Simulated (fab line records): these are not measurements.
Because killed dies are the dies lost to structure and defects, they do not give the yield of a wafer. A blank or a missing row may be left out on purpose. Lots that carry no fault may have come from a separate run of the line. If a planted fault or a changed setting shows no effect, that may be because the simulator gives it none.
fab line records    flow n5Finfet
[record] lots = 4  wafers = 11  lastDay = 18
route steps=1938 shown PMOS_HMC_CHANNEL_EPI@86 FIN_SAQP@90 PASSIVATION@1936
lots that met no fault: from a run of the same line without faults
startH: hours from the record's opening day to when the first of the lot's shown wafers began    waitH: time in hours since the lot's previous step    " as in the row above    L1.1+2: a row that stands for several wafers    - no value, or no start given    * or withheld: withheld    < > ~ a bound
route shown NAME@n: a module of which the file shows steps, and the number in the route of the first    usual: the fault-free wafers' mean and standard deviation    same: alike in all rows    chamber/n: place in a boat    sites: readings site by site    _std_site: the standard deviation of these    _edge_site: inner sites' mean taken away from outer sites' mean    radiusMm: how far each site lies from the wafer's centre    mask NAME#n: copy n    behind: the last tool/chamber to shape the wafer    hold: the reason the lot was held/the length of the hold in hours/how it ended    device: which transistor (n, p or np) failed to switch    end of line: at the end of the route, the tests of the same wafers    where a step has no rows: the recipe by itself    killed: dies that structure and defects cost at the first sort, which is not the same as the wafer's yield    map: shows each die of a wafer: x if killed, . if not, _ if none is there
set.NAME: the run value of the setting; set.NAME@STEP: its run value at that earlier step    model.NAME: the simulator's own value behind a step, which no gauge read
lots at some steps of the route; a table a step, a row a wafer
services: from which hour (startH, from the record's first day; less than 0 if before it) a tool's chamber was out of use, for how many hours, and why
[[steps]]
[step N5_PMOS_HMC_CHANNEL_EPI_SRD_25]
[recipe] dry = ipaMarangoni  doPpb = 5  timeS = 30  tempC = 23  rinseLiquid = diw
[step N5_PMOS_HMC_CHANNEL_EPI_EPI_26]
[recipe] material = Si  targetThkA = 38  tempC = 650  precursor = SiH4/H2  pressureTorr = 20  timeS = 22.7
[step N5_FIN_SAQP_PRECLEAN_42]
[recipe] chemistry = O3/DIW  timeS = 60  tempC = 22  o3Ppm = 10
[step N5_FIN_SAQP_PRECLEAN_00]
[recipe] chemistry = SC1  timeS = 60  tempC = 55  mix = 1:2:50
[step N5_FIN_SAQP_PRECLEAN_44]
[recipe] chemistry = SC2  timeS = 45  tempC = 35  mix = 1:1:50
[step N5_FIN_SAQP_SRD_01]
[recipe] dry = ipaMarangoni  timeS = 30  tempC = 23  rinseLiquid = diw
[step N5_FIN_SAQP_ALD_61]
[recipe] material = SiO2  targetThkA = 40  tempC = 300  aldPrecursorFamily = BDEAS  aldCoReactant = O2-plasma  pulseTimeS = 1  purgeTimeS = 2  coReactantPurgeTimeS = 2  aldCycles = 43  pressureTorr = 2
[step N5_FIN_SAQP_DENSIFY_62]
[recipe] tempC = 700  timeS = 60  ambient = N2  idleTempC = 600  rampUpCPerS = 150  rampDownCPerS = 60  coolToC = 600
[step N5_FIN_SAQP_HM_DEP_03]
[recipe] material = SiNx  targetThkA = 380  tempC = 400  precursor = SiH4/NH3/N2  pressureTorr = 1.5  rfW = 300  timeS = 33.6
[step N5_FIN_SAQP_PECVD_47]
[recipe] material = a-Si  targetThkA = 450  tempC = 400  precursor = SiH4/He  pressureTorr = 3  rfW = 100  timeS = 36.3
[usual] heaterPowerW = 835/99  rfFwdPowerW = 99.1/0.43  runLengthS = 72.5/0.78  showerheadPlenumPTorr = 5.67/0.047  susceptorTempC = 399.99/0.26  throttleValvePct = 17.9/0.66
lot.wafer  tool      chamber  startH  waitH  heaterPowerW  rfFwdPowerW  runLengthS  showerheadPlenumPTorr  susceptorTempC  throttleValvePct  model.a-Si_of_FIN_SAQP_PECVD_47.thkNm
L794.2     pecvd-03  2        51.70   0.0    732           99.7         72.0        5.71                   399.97          16.9              44.57
L794.4     "         2        "       "      725           99.2         71.6        5.72                   399.64          17.0              45.04
L794.6     "         0        "       "      809           -            57.5        5.59                   -               17.5              27.57
L795.2     pecvd-03  0        57.41   0.0    796           99.2         71.8        5.59                   399.39          17.8              45.27
L795.3     "         1        "       "      794           -            58.1        5.66                   -               19.0              26.72
L795.6     "         1        "       "      792           -            58.6        5.69                   -               18.8              27.62
L809.3     pecvd-03  1        142.18  0.0    860           98.4         72.3        5.67                   400.04          19.3              45.59
L809.6     "         2        "       "      752           99.5         71.9        5.72                   399.99          17.1              45.37
L812.1     pecvd-04  0        159.32  0.0    1108          99.4         73.0        5.75                   399.68          18.5              44.63
L812.4     "         2        "       "      860           99.1         72.4        5.69                   399.75          17.4              45.46
L812.5     "         0        "       "      1087          99.2         73.4        5.75                   399.73          18.4              45.83
[step N5_FIN_SAQP_PECVD_48]
[recipe] material = SiNx  targetThkA = 250  tempC = 400  precursor = SiH4/NH3/N2  pressureTorr = 1.5  rfW = 300  timeS = 22.1
[step N5_FIN_SAQP_PECVD_06]
[recipe] material = a-Si  targetThkA = 600  tempC = 400  precursor = SiH4/He  pressureTorr = 3  rfW = 100  timeS = 48.1
[step N5_FIN_SAQP_HM_DEP_72]
[recipe] material = SiO2  targetThkA = 120  tempC = 400  precursor = SiH4/N2O  pressureTorr = 0.75  rfW = 275  timeS = 7.2
[step N5_FIN_SAQP_COAT_49]
[recipe] resist = SOC  tempC = 250  timeS = 60  spinRpm = 1500  resistThkNm = 100
[step N5_FIN_SAQP_COAT_50]
[recipe] resist = SiARC  tempC = 220  timeS = 60  spinRpm = 1500  resistThkNm = 35
[step N5_FIN_SAQP_COAT_10]
[recipe] resist = CAR-ArF  spinRpm = 1500  resistThkNm = 90
[step N5_FIN_SAQP_EBR_12]
[recipe] solvent = PGMEA  ebrWidthMm = 1.5
[step N5_FIN_SAQP_SOFTBAKE_11]
[recipe] tempC = 110  timeS = 60  resist = CAR-ArF
[step N5_FIN_SAQP_EXPOSE_13]
[recipe] maskId = FIN_CORE  na = 1.35  sourceShape = dipole  sigmaInner = 0.538  sigmaOuter = 0.738  polarization = te  targetCdNm = 35.6  doseMj = 63.25
[step N5_FIN_SAQP_PEB_14]
[recipe] pebTempC = withheld  pebTimeS = 60  resist = CAR-ArF
[step N5_FIN_SAQP_DEVELOP_15]
[recipe] developTimeS = 30  developer = TMAH  resist = CAR-ArF  devTempC = 23  rinseLiquid = diw  dry = airSpin
[step N5_FIN_SAQP_DESCUM_21]
[recipe] chemistry = O2  timeS = 7.9  sourcePowerW = 50  biasPowerW = 20  pressureMtorr = 20  rfFrequencyHz = 2.712e+07  tempC = 40  resist = CAR-ArF  o2FlowSccm = 225
[step N5_FIN_SAQP_ETCH_51]
[recipe] chemistry = CF4  target = SiARC  targetDepthA = 455  maskMaterial = CAR-ArF  timeS = 75.8  ionEnergyEv = 80  pressureMtorr = 40  sourceW = 545  biasW = 36  Ar_flow_sccm = 100  cf4FlowSccm = 100  ends = cleared
[step N5_FIN_SAQP_ETCH_52]
[recipe] chemistry = N2/H2  target = SOC  targetDepthA = 1000  overetchA = 200  maskMaterial = SiARC  tempC = 40  timeS = 150  ionEnergyEv = 200  pressureMtorr = 30  sourceW = 840  biasW = 150  n2FlowSccm = 200  h2FlowSccm = 200  ends = endPoint
[step N5_FIN_SAQP_STRIP_53]
[recipe] chemistry = N2/H2  tempC = 40  n2FlowSccm = 200  h2FlowSccm = 200  rfFrequencyHz = 6e+07
[step N5_FIN_SAQP_HM_OPEN_73]
[recipe] chemistry = CHF3/O2  target = SiO2  stopOn = a-Si  targetDepthA = 120  overEtchFrac = 1.8  maskMaterial = SOC  timeS = 16.8  pressureMtorr = 30  sourceW = 650  biasW = 170  Ar_flow_sccm = 200  CHF3_flow_sccm = 50  O2_flow_sccm = 5  ionEnergyEv = 200  ends = endPoint
[step N5_FIN_SAQP_STRIP_74]
[recipe] chemistry = CHF3/O2  resist = SiARC  rfFrequencyHz = 6e+07
[step N5_FIN_SAQP_MANDREL_ETCH_22]
[recipe] targetDepthA = 600  chemistry = HBr/Cl2  target = a-Si  stopOn = SiNx  btTimeS = 10  overEtchFrac = 0.5  timeS = 30  pressureMtorr = 10  icpW = 800  biasW = 75  HBr_flow_sccm = 150  Cl2_flow_sccm = 80  ends = endPoint
[step N5_FIN_SAQP_STRIP_55]
[recipe] chemistry = N2/H2  powerW = 500  tempC = 40  pressureMtorr = 50  rfFrequencyHz = 6e+07  overashFraction = 0.3  biasPowerW = 28  h2Frac = 0.5  n2FlowSccm = 300  h2FlowSccm = 300
[step N5_FIN_SAQP_STRIP_23]
[recipe] chemistry = SPM  timeS = 750  tempC = 130  h2so4H2o2VolRatio = 4
[step N5_FIN_SAQP_SRD_66]
[recipe] dry = ipaMarangoni  timeS = 30  tempC = 23  rinseLiquid = diw
[step N5_FIN_SAQP_RECESS_75]
[recipe] chemistry = HF/NH3  target = SiO2  targetDepthA = 144  afsCycles = 3  tempC = 30  sublimationTempC = 180  sublimationTimeS = 60
[step N5_FIN_SAQP_SPACER1_ALD_24]
[recipe] material = SiO2  targetThkA = 203  tempC = 300  aldPrecursorFamily = BDEAS  aldCoReactant = O2-plasma  pulseTimeS = 1  purgeTimeS = 2  coReactantPurgeTimeS = 2  aldCycles = 218  pressureTorr = 2
[step N5_FIN_SAQP_SPACER1_ETCHBACK_25]
[recipe] chemistry = CHF3/O2  mode = anisotropicEtchback  target = SiO2  targetDepthA = 244  timeS = 12.2  pressureMtorr = 30  sourceW = 650  biasW = 170  Ar_flow_sccm = 200  CHF3_flow_sccm = 50  O2_flow_sccm = 5  ionEnergyEv = 200
[step N5_FIN_SAQP_MANDREL1_REMOVE_56]
[recipe] chemistry = HBr/Cl2/O2  btTimeS = 10  target = a-Si  stopOn = SiNx  endpoint = OES-SiCl  overEtchFrac = 1  icpW = 600  biasW = 22  HBr_flow_sccm = 150  Cl2_flow_sccm = 80  O2_flow_sccm = 5  pressureMtorr = 10
[step N5_FIN_SAQP_MANDREL_ETCH_58]
[recipe] chemistry = HBr/Cl2  target = a-Si  targetDepthA = 450  btTimeS = 10  stopOn = SiNx  maskMaterial = SiO2  overEtchFrac = 0.8  timeS = 27  pressureMtorr = 10  icpW = 800  biasW = 75  HBr_flow_sccm = 150  Cl2_flow_sccm = 80  ends = endPoint
[usual] HBr_flow_sccm = 150.0/0.43  drypumpMotorCurrentA = 5.6/0.45  oesProductAu = 0.697/0.014  rfFwdPowerW = 794.6/2.7  throttleValvePct = 35.8/0.39
lot.wafer  tool      chamber  startH  waitH  HBr_flow_sccm  drypumpMotorCurrentA  oesProductAu  rfFwdPowerW  rfHoursCounterH  throttleValvePct  model.etch.depthNm
L794.2     rieSi-03  0        54.64   0.0    150.0          5.7                   0.675         794.3        111              35.3              44.57
L794.4     "         1        "       "      150.1          5.8                   0.700         795.8        104              36.2              45.04
L794.6     "         0        "       "      149.5          5.7                   0.538         793.2        -                35.6              27.57
L795.2     rieSi-05  2        60.45   0.0    149.9          6.6                   0.702         795.3        27               36.1              45.27
L795.3     "         3        "       "      149.5          5.4                   0.532         791.2        42               36.7              26.72
L795.6     "         2        "       "      149.2          6.6                   0.554         791.6        -                36.4              27.62
L809.3     rieSi-04  0        145.81  0.0    149.5          5.0                   0.698         794.6        5                35.4              45.59
L809.6     "         1        "       "      150.2          5.2                   0.708         796.0        -                35.5              45.37
L812.1     rieSi-03  2        162.81  0.0    150.4          5.5                   0.695         795.6        107              36.0              44.63
L812.4     "         0        "       "      149.3          5.7                   0.680         799.1        113              35.3              45.46
L812.5     "         2        "       "      150.4          5.5                   0.707         795.5        -                36.0              45.83
[step N5_PASSIVATION_PROBE_49]
[usual] killed_at_M0_to_M3 = 35/11  killed_at_M4_up = 14/5.4  killedAtContacts = 13/6  killedAtFrontEnd = 38/11  killedAtOther = 3.4/2.6  killedDies = 104/19  killedOpen = 68/13  killedShort = 34/8.5
[same] grossDies = 1180  killedAtBackSide = 0
lot.wafer  tool       chamber  startH  waitH  killed_at_M0_to_M3  killed_at_M4_up  killedAtContacts  killedAtFrontEnd  killedAtOther  killedDies  killedOpen  killedShort
L794.2     prober-01  -        321.40  0.1    20                  17               10                58                5              110         69          28
L794.4     prober-01  -        321.50  0.2    41                  23               16                49                5              134         90          44
L794.6     prober-01  -        321.60  0.3    39                  15               13                32                4              103         77          22
// killed by level:class
L794.2 FIN_SAQP:geometricParticle:short=13 FIN_SAQP:geometricParticle:open=10 HKMG_FIN:areaEtch=10 MOL_CONTACT_COAG:geometricParticle:open=9 BEOL_M4:geometricParticle:open=8 STI_FIN_REVEAL:geometricParticle:open=7 DUMMY_GATE:geometricParticle:open=7 BEOL_M1:geometricParticle:open=4
L794.4 MOL_CONTACT_COAG:geometricParticle:open=14 STI_FIN_REVEAL:geometricParticle:open=13 BEOL_M4:geometricParticle:open=13 BEOL_M2:geometricParticle:open=11 FIN_SAQP:geometricParticle:open=10 BEOL_M1:geometricParticle:open=10 FIN_SAQP:geometricParticle:short=9 STI_FIN_REVEAL:geometricParticle:short=7
L794.6 MOL_CONTACT_COAG:geometricParticle:open=12 STI_FIN_REVEAL:geometricParticle:open=11 BEOL_M4:geometricParticle:open=11 BEOL_M2:geometricParticle:open=9 BEOL_M0_SAQP:geometricParticle:short=9 DUMMY_GATE:geometricParticle:open=7 FIN_SAQP:geometricParticle:open=5 BEOL_M0_SAQP:geometricParticle:open=5
[[services]]
tool      chamber  startH  hours  kind
rieSi-03  1        36.44   6.0    repair
rieSi-03  -        67.54   0.3    repair
pecvd-03  0        80.54   13.8   repair
rieSi-05  2        91.24   4.4    repair
pecvd-03  1        94.01   14.0   repair
pecvd-03  0        96.23   7.6    repair
pecvd-03  2        121.21  5.5    scheduledDown
pecvd-03  -        143.45  0.3    repair
pecvd-03  -        154.35  1.2    repair
[[key]]
[firstSign] step = N5_FIN_SAQP_PECVD_47  reading = runLengthS  direction = down  sigmas = 18  usual = *  struck = *
[effect] step = N5_FIN_SAQP_MANDREL_ETCH_58  reading = oesProductAu  direction = down  sigmas = 11  usual = 0.697  struck = 0.541
[modelEffect] step = N5_FIN_SAQP_PECVD_47  value = a-Si_of_FIN_SAQP_PECVD_47.thkNm  without = 45.4  struck = 27.31
[modelEffect] step = N5_FIN_SAQP_MANDREL_ETCH_58  value = etch.depthNm  without = 45.4  struck = 27.31
metAt N5_FIN_SAQP_PECVD_47
struckWafers L794.6,L795.3,L795.6
testerLeftOut L794,L795
[baselineLoss] step = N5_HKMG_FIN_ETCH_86  wafers = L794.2
[fault] kind = processParameterDrift  tool = pecvd-03  chamber = -  onsetH = 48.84  steps = N5_FIN_SAQP_PECVD_47  channel = timeS  offset = *  shape = step  endH = 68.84  scope = struckWafersOnly  actsIn = *  stated = *
// testerLeftOut: of these lots the tester's yield and bins aren't shown, on N5 and GAA mostly nor the transistor test; their killed dies are dies lost to structure and defects alone, not to doping, threshold or leakage, so they don't give the yield
// baselineLoss: these wafers lose ten dies or more at that step, a loss of the line's own and not of a fault; the sort's usual values leave them out
